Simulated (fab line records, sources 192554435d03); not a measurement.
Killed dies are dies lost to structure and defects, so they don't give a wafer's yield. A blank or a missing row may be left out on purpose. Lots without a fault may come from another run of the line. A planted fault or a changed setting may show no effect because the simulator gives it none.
Chamber matching | flow n5_finfet | N5_MOL_CONTACT_COAG_ETCH_110 on rie_diel-04: 4 sister chambers
The step etches Si in CF4/O2, target depth 2.5 nm, time 8 s. 20 wafers are shown with their chamber, then 10 later ones without.

WAFERS WITH THEIR CHAMBER
wafer  | chamber | drypump_motor_current_A (A) | showerhead_plenum_p_Torr (Torr) | throttle_valve_pct (%)
L076.2 | 0       | 5.0                         | 2.17                            | 10.62
L076.3 | 1       | 5.7                         | 2.14                            | 10.55
L076.6 | 2       | 6.8                         | 2.21                            | 11.15
L077.2 | 0       | 4.9                         | 2.16                            | 10.64
L077.3 | 1       | 5.7                         | 2.14                            | 10.56
L077.4 | 2       | 6.8                         | 2.21                            | 11.15
L078.1 | 0       | 5.0                         | 2.16                            | 10.63
L078.3 | 1       | 5.7                         | 2.14                            | 10.55
L078.6 | 0       | 4.9                         | 2.16                            | 10.65
L080.1 | 1       | 5.7                         | 2.14                            | 10.59
L080.3 | 3       | 5.8                         | 2.23                            | 10.74
L080.4 | 2       | 6.8                         | 2.21                            | 11.17
L081.1 | 0       | 4.9                         | 2.16                            | 10.65
L081.4 | 2       | 6.8                         | 2.20                            | 11.18
L081.6 | 1       | 5.7                         | 2.14                            | 10.60
L082.1 | 2       | 6.7                         | 2.20                            | 11.18
L082.3 | 0       | 4.9                         | 2.16                            | 10.65
L082.6 | 2       | 6.8                         | 2.20                            | 11.18
L083.1 | 1       | 5.7                         | 2.14                            | 10.58
L083.2 | 3       | 5.8                         | 2.23                            | 10.78

SIGNATURES (means of the wafers above)
reading                  | chamber 0 | chamber 1 | chamber 2 | chamber 3 | scatter within a chamber
drypump_motor_current_A  | 4.933     | 5.700     | 6.783     | 5.800     | 0.0368
showerhead_plenum_p_Torr | 2.1617    | 2.1400    | 2.2050    | 2.2300    | 0.00382
throttle_valve_pct       | 10.6400   | 10.5717   | 11.1683   | 10.7600   | 0.0176
Rule: a wafer's distance from a chamber is the root of the sum, over the readings, of the square of ((its reading less the chamber's mean) divided by the reading's scatter). The wafer belongs to the nearest chamber; if the next one is less than 2 further off, it can't be placed. The scatter: the root of (the sum of the squares of (reading less its chamber's mean) over the shown wafers, divided by (wafers less chambers)).

WAFERS WITHOUT THEIR CHAMBER
wafer  | drypump_motor_current_A (A) | showerhead_plenum_p_Torr (Torr) | throttle_valve_pct (%)
L083.3 | 4.9                         | 2.16                            | 10.67
L084.3 | 5.7                         | 2.13                            | 10.59
L084.4 | 5.8                         | 2.22                            | 10.78
L084.6 | 4.9                         | 2.16                            | 10.66
L089.2 | 5.8                         | 2.22                            | 10.81
L089.3 | 6.8                         | 2.20                            | 11.25
L089.5 | 5.0                         | 2.16                            | 10.71
L090.1 | 5.8                         | 2.22                            | 10.81
L090.3 | 6.7                         | 2.20                            | 11.24
L090.6 | 5.7                         | 2.13                            | 10.64

WHICH CHAMBER EACH WENT THROUGH
wafer  | from the rows above | in truth
L083.3 | 0                   | 0
L084.3 | 1                   | 1
L084.4 | 3                   | 3
L084.6 | 0                   | 0
L089.2 | 3                   | 3
L089.3 | 2                   | 2
L089.5 | 0                   | 0
L090.1 | 3                   | 3
L090.3 | 2                   | 2
L090.6 | 1                   | 1
Placed correctly: 10 of 10. Can't be placed from these rows: 0. Placed wrongly: 0.
